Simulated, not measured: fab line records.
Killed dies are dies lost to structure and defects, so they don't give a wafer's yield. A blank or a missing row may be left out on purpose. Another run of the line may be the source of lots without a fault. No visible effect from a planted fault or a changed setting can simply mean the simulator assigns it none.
fab line records -- flow n5-finfet
record lots=7, wafers=39
route steps=1938 shown DUMMY_GATE@237 SD_EPI_P@312 MOL_CONTACT_COAG@624
start-h: hours from the record's opening day to when the first of the lot's shown wafers began -- wait-h: how many hours have passed since the lot's step before this one -- " the same as in the row above -- L1.1+2: one row covering several wafers at once -- - no value, or no start given -- * or withheld: withheld -- < > ~ a bound
route shown NAME@n: NAME is a module with steps in the file, n the number in the route of the first one -- usual: mean/standard deviation of fault-free wafers -- same: alike in all rows -- chamber/n: place in a boat -- sites: readings site by site -- _std_site: the values' standard deviation -- _edge_site: inner sites' mean taken away from outer sites' mean -- radius-mm: how far each site lies from the wafer's centre -- mask NAME#n: copy n -- behind: tool/chamber where the wafer was last shaped -- hold: what put the lot on hold/how long, in hours/how the hold closed -- device: names the non-switching transistor (n, p or np) -- end of line: the tests these same wafers got at the end of their route -- a step given without rows: its recipe and nothing more -- killed: dies lost to structure and defects at the first sort, not the wafer's yield -- map: the dies of a wafer, with x for killed, . for not killed, _ for no die there
set.NAME: the setting as run; set.NAME@STEP: as run at that earlier step -- model.NAME: the simulator's own value behind a step, which no gauge read
lots run with intentionally changed settings; tables by step, rows by wafer
## steps
# step N5_DUMMY_GATE_ETCH_37
# recipe chemistry=N2/H2, target=SOC, target-depth-a=600, overetch-a=300, temp-c=40, ion-energy-ev=200, pressure-mtorr=30, source-w=840, bias-w=150, n2-flow-sccm=200, h2-flow-sccm=200
# usual rf-vpp-V=523.8/2.7
lot.wafer,tool,chamber,start-h,wait-h,set.source-w,rf-vpp-V
L076.1,rie-diel-03,0,58.48,0.0,840,519.7
L076.2,rie-diel-03,3,58.48,0.0,922,505.8
L076.3,rie-diel-03,2,58.48,0.0,922,509.1
L076.4,rie-diel-03,2,58.48,0.0,840,522.0
L076.5,rie-diel-03,3,58.48,0.0,922,504.3
L076.6,rie-diel-03,0,58.48,0.0,840,521.3
L088.1,rie-diel-04,3,129.70,0.0,840,528.0
L088.2,rie-diel-04,1,129.70,0.0,840,528.0
L088.3,rie-diel-04,2,129.70,0.0,840,523.8
L088.4,rie-diel-04,1,129.70,0.0,840,526.2
L088.5,rie-diel-04,3,129.70,0.0,840,526.0
L088.6,rie-diel-04,2,129.70,0.0,840,524.6
L089.1,rie-diel-03,3,136.44,0.0,840,521.7
L089.2,rie-diel-03,2,136.44,0.0,840,522.7
L089.3,rie-diel-03,1,136.44,0.0,696.4,557.7
L089.4,rie-diel-03,0,136.44,0.0,840,520.8
L089.5,rie-diel-03,1,136.44,0.0,696.4,556.3
L089.6,rie-diel-03,2,136.44,0.0,696.4,555.5
L090.1,rie-diel-04,3,142.56,0.0,840,525.5
L090.2,rie-diel-04,2,142.56,0.0,840,524.6
L090.3,rie-diel-04,1,142.56,0.0,840,527.7
L090.4,rie-diel-04,0,142.56,0.0,733.3,546.5
L090.5,rie-diel-04,2,142.56,0.0,733.3,546.9
L090.6,rie-diel-04,1,142.56,0.0,733.3,550.5
L091.1,rie-diel-03,0,148.08,0.0,840,520.3
L091.2,rie-diel-03,2,148.08,0.0,940.4,504.2
L091.3,rie-diel-03,1,148.08,0.0,840,524.0
L091.4,rie-diel-03,3,148.08,0.0,940.4,501.2
L091.5,rie-diel-03,3,148.08,0.0,840,520.7
L091.6,rie-diel-03,0,148.08,0.0,940.4,501.6
L092.4,rie-diel-02,0,154.19,0.0,840,527.6
L092.5,rie-diel-02,2,154.19,0.0,840,523.6
L092.6,rie-diel-02,1,154.19,0.0,840,520.1
L096.1,rie-diel-03,0,178.11,0.0,840,519.6
L096.2,rie-diel-03,3,178.11,0.0,993.2,491.6
L096.3,rie-diel-03,1,178.11,0.0,840,523.7
L096.4,rie-diel-03,2,178.11,0.0,993.2,494.2
L096.5,rie-diel-03,3,178.11,0.0,993.2,492.2
L096.6,rie-diel-03,0,178.11,0.0,840,519.6
# step N5_DUMMY_GATE_ETCH_31
# recipe chemistry=C4F6/O2, target=SiO2, mask-material=SOC, target-depth-a=825, time-s=27.5, ion-energy-ev=250, pressure-mtorr=30, source-w=345, bias-w=185, Ar_flow_sccm=300, C4F6_flow_sccm=10, O2_flow_sccm=10
lot.wafer,tool,chamber,start-h,wait-h,set.target-depth-a,model.etch.depth-nm,model.SOC_of_DUMMY_GATE_COAT_34.thk-nm
L076.1,rie-diel-04,3,58.77,0.0,825,83.74,51.4
L076.2,rie-diel-04,2,58.77,0.0,757.3,76.48,52.2
L076.3,rie-diel-04,0,58.77,0.0,757.3,77.75,52.2
L076.4,rie-diel-04,1,58.77,0.0,757.3,76.28,52.2
L076.5,rie-diel-04,2,58.77,0.0,825,83.62,51.6
L076.6,rie-diel-04,1,58.77,0.0,825,83.6,51.6
L088.1,rie-diel-04,3,129.97,0.0,825,82.15,51.8
L088.2,rie-diel-04,0,129.97,0.0,825,83.24,51.8
L088.3,rie-diel-04,1,129.97,0.0,730.4,72.37,52.8
L088.4,rie-diel-04,2,129.97,0.0,825,82.23,51.6
L088.5,rie-diel-04,0,129.97,0.0,730.4,73.86,52.8
L088.6,rie-diel-04,1,129.97,0.0,730.4,72.6,52.8
L089.1,rie-diel-03,1,136.72,0.0,879.4,87.4,50.8
L089.2,rie-diel-03,3,136.72,0.0,825,79.55,52
L089.3,rie-diel-03,2,136.72,0.0,879.4,86.2,51.2
L089.4,rie-diel-03,0,136.72,0.0,825,82.51,51.6
L089.5,rie-diel-03,1,136.72,0.0,879.4,86.72,51.2
L089.6,rie-diel-03,2,136.72,0.0,825,81.89,51.6
L090.1,rie-diel-04,3,143.02,0.1,825,83.27,51.8
L090.2,rie-diel-04,2,143.02,0.1,767.3,76.21,52.4
L090.3,rie-diel-04,0,143.02,0.1,767.3,76.77,52.6
L090.4,rie-diel-04,1,143.02,0.1,825,81.74,52
L090.5,rie-diel-04,1,143.02,0.1,825,81.19,52.2
L090.6,rie-diel-04,2,143.02,0.1,767.3,76.84,52.4
L091.1,rie-diel-03,0,148.35,0.0,781.9,77.81,52.2
L091.2,rie-diel-03,2,148.35,0.0,781.9,78.07,52
L091.3,rie-diel-03,1,148.35,0.0,825,82.12,51.6
L091.4,rie-diel-03,3,148.35,0.0,781.9,76.05,52.4
L091.5,rie-diel-03,3,148.35,0.0,825,81.8,52
L091.6,rie-diel-03,2,148.35,0.0,825,82.91,51.6
L092.4,rie-diel-04,1,154.45,0.0,825,81.57,51.6
L092.5,rie-diel-04,3,154.45,0.0,825,82.56,51.8
L092.6,rie-diel-04,2,154.45,0.0,825,83.22,51.6
L096.1,rie-diel-03,1,178.43,0.1,825,82.38,51.6
L096.2,rie-diel-03,0,178.43,0.1,825,82.57,51.8
L096.3,rie-diel-03,2,178.43,0.1,825,81.32,52.2
L096.4,rie-diel-03,3,178.43,0.1,825,80.29,52.2
L096.5,rie-diel-03,0,178.43,0.1,825,82.23,52
L096.6,rie-diel-03,3,178.43,0.1,825,80.4,52.2
# step N5_SD_EPI_P_ETCH_16
# recipe chemistry=CHF3/O2, target=SiO2, target-depth-a=50, mask-material=SOC, pressure-mtorr=30, source-w=650, bias-w=170, Ar_flow_sccm=200, CHF3_flow_sccm=50, O2_flow_sccm=5, ion-energy-ev=200
lot.wafer,tool,chamber,start-h,wait-h,set.target-depth-a,model.etch.depth-nm
L076.1,rie-diel-04,0,65.98,0.1,48.11,4.945
L076.2,rie-diel-04,1,65.98,0.1,50,5.045
L076.3,rie-diel-04,2,65.98,0.1,48.11,4.818
L076.4,rie-diel-04,1,65.98,0.1,48.11,4.85
L076.5,rie-diel-04,0,65.98,0.1,50,5.176
L076.6,rie-diel-04,2,65.98,0.1,50,5.037
L088.1,rie-diel-02,1,136.99,0.1,50,4.933
L088.2,rie-diel-02,3,136.99,0.1,50,4.974
L088.3,rie-diel-02,2,136.99,0.1,50,4.88
L088.4,rie-diel-02,0,136.99,0.1,50,4.997
L088.5,rie-diel-02,1,136.99,0.1,50,4.905
L088.6,rie-diel-02,2,136.99,0.1,50,4.882
L089.1,rie-diel-02,1,145.32,0.1,50,4.918
L089.2,rie-diel-02,3,145.32,0.1,50,4.939
L089.3,rie-diel-02,2,145.32,0.1,50,4.873
L089.4,rie-diel-02,0,145.32,0.1,45.12,4.491
L089.5,rie-diel-02,3,145.32,0.1,45.12,4.488
L089.6,rie-diel-02,0,145.32,0.1,45.12,4.518
L090.1,rie-diel-04,0,150.89,0.1,46.98,4.847
L090.2,rie-diel-04,3,150.89,0.1,46.98,4.761
L090.3,rie-diel-04,2,150.89,0.1,50,5.088
L090.4,rie-diel-04,1,150.89,0.1,50,5.071
L090.5,rie-diel-04,2,150.89,0.1,50,5.089
L090.6,rie-diel-04,3,150.89,0.1,46.98,4.791
L091.1,rie-diel-03,0,155.15,0.1,50,5.002
L091.2,rie-diel-03,1,155.15,0.1,50,4.998
L091.3,rie-diel-03,2,155.15,0.1,54.32,5.4
L091.4,rie-diel-03,3,155.15,0.1,54.32,5.333
L091.5,rie-diel-03,0,155.15,0.1,54.32,5.476
L091.6,rie-diel-03,3,155.15,0.1,50,4.913
L092.4,rie-diel-04,3,161.52,0.1,50,5.019
L092.5,rie-diel-04,0,161.52,0.1,50,5.073
L092.6,rie-diel-04,1,161.52,0.1,50,4.994
L096.1,rie-diel-02,1,187.46,0.1,50,4.922
L096.2,rie-diel-02,0,187.46,0.1,50,5.004
L096.3,rie-diel-02,2,187.46,0.1,50,4.892
L096.4,rie-diel-02,0,187.46,0.1,50,5.008
L096.5,rie-diel-02,1,187.46,0.1,50,4.914
L096.6,rie-diel-02,2,187.46,0.1,50,4.906
# step N5_MOL_CONTACT_COAG_CVD_140
# recipe material=W, target-thk-a=665, mode=selective-fill, temp-c=300, time-s=215
lot.wafer,tool,chamber,start-h,wait-h,set.target-thk-a,model.W_of_MOL_CONTACT_COAG_CVD_140.thk-nm
L076.1,cvd-w-02,1,116.72,0.1,665,66.8
L076.2,cvd-w-02,0,116.72,0.1,604.1,60.2
L076.3,cvd-w-02,0,116.72,0.1,604.1,61
L076.4+5,cvd-w-02,1,116.72,0.1,665,66.2
L076.6,cvd-w-02,0,116.72,0.1,604.1,61.2
L088.1,cvd-w-02,1,184.26,0.1,665,67
L088.2+4+5+6,cvd-w-02,"0,1,0,1",184.26,0.1,665,66.8
L088.3,cvd-w-02,0,184.26,0.1,665,67.2
L089.1,cvd-w-01,1,196.29,0.1,665,66.6
L089.2,cvd-w-01,0,196.29,0.1,665,66.8
L089.3,cvd-w-01,0,196.29,0.1,665,66.2
L089.4+5+6,cvd-w-01,"1,1,0",196.29,0.1,665,66.4
L090.1,cvd-w-01,1,201.03,0.1,700.7,69.8
L090.2,cvd-w-01,0,201.03,0.1,665,65.6
L090.3,cvd-w-01,1,201.03,0.1,700.7,69.4
L090.4,cvd-w-01,0,201.03,0.1,700.7,70
L090.5+6,cvd-w-01,"0,1",201.03,0.1,665,66
L091.1+5,cvd-w-02,0,202.68,0.1,600.7,60.8
L091.2+6,cvd-w-02,1,202.68,0.1,665,67
L091.3,cvd-w-02,1,202.68,0.1,665,67.6
L091.4,cvd-w-02,0,202.68,0.1,600.7,61.6
L092.4,cvd-w-01,1,206.24,0.1,665,67.4
L092.5,cvd-w-01,1,206.24,0.1,665,67
L092.6,cvd-w-01,0,206.24,0.1,665,66.2
L096.1,cvd-w-02,1,233.55,0.1,630.7,63.2
L096.2+6,cvd-w-02,"0,1",233.55,0.1,630.7,63.4
L096.3,cvd-w-02,0,233.55,0.1,665,67.4
L096.4,cvd-w-02,1,233.55,0.1,665,67
L096.5,cvd-w-02,0,233.55,0.1,665,66.2
## key
split step=N5_DUMMY_GATE_ETCH_37, setting=source-w, stated=840, by=wafer
response step=N5_DUMMY_GATE_ETCH_37, reading=rf-vpp-V, change=-1.72, per=1%, r=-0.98
split step=N5_DUMMY_GATE_ETCH_31, setting=target-depth-a, stated=825, by=wafer
response step=N5_DUMMY_GATE_ETCH_31, reading=model.etch.depth-nm, change=+0.835, per=1%, r=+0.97
response step=N5_DUMMY_GATE_ETCH_31, reading=model.SOC_of_DUMMY_GATE_COAT_34.thk-nm, change=-0.0873, per=1%, r=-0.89
split step=N5_SD_EPI_P_ETCH_16, setting=target-depth-a, stated=50, by=wafer
response step=N5_SD_EPI_P_ETCH_16, reading=model.etch.depth-nm, change=+0.0465, per=1%, r=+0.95
split step=N5_MOL_CONTACT_COAG_CVD_140, setting=target-thk-a, stated=665, by=wafer
response step=N5_MOL_CONTACT_COAG_CVD_140, reading=model.W_of_MOL_CONTACT_COAG_CVD_140.thk-nm, change=+0.643, per=1%, r=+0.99
